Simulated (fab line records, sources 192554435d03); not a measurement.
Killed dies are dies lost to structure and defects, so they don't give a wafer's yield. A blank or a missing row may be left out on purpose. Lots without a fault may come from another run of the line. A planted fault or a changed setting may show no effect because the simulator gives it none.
Chamber matching | flow n5_finfet | N5_MOL_CONTACT_COAG_CO_FILL_22 on cvd_co-02: 3 sister chambers
The step material Co, precursor CCTBA/H2, target thk 20 nm. 3 wafers are shown with their chamber, then 10 later ones without.

WAFERS WITH THEIR CHAMBER
wafer  | chamber | heater_power_w (W)
L082.6 | 2       | 261
L088.3 | 0       | 197
L090.5 | 1       | 278

WAFERS WITHOUT THEIR CHAMBER
wafer  | heater_power_w (W)
L090.6 | 258
L092.1 | 196
L092.4 | 279
L092.6 | 261
L095.1 | 267
L095.2 | 282
L095.4 | 265
L096.2 | 268
L096.4 | 273
L096.5 | 269

WHICH CHAMBER EACH WENT THROUGH
wafer  | from the rows above     | in truth
L090.6 | 2                       | 2
L092.1 | 0                       | 0
L092.4 | 1                       | 1
L092.6 | 2                       | 2
L095.1 | can't be placed: 2 or 1 | 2
L095.2 | 1                       | 1
L095.4 | can't be placed: 2 or 1 | 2
L096.2 | can't be placed: 2 or 1 | 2
L096.4 | can't be placed: 1 or 2 | 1
L096.5 | can't be placed: 2 or 1 | 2
Placed correctly: 5 of 10. Can't be placed from these rows: 5 (the true chamber is among the candidates in 5). Placed wrongly: 0.
How it was worked out, from the rows above alone: a wafer's distance from a chamber is the root of the sum, over the readings, of the square of ((its reading less the chamber's mean) divided by the reading's scatter). The wafer belongs to the nearest chamber; if the next one is less than 2 further off, it can't be placed. A chamber's mean is the mean of its shown wafers. The scatter: with one shown wafer a chamber, the root of the mean of the squares of how far each hidden wafer lies from its nearest shown one.
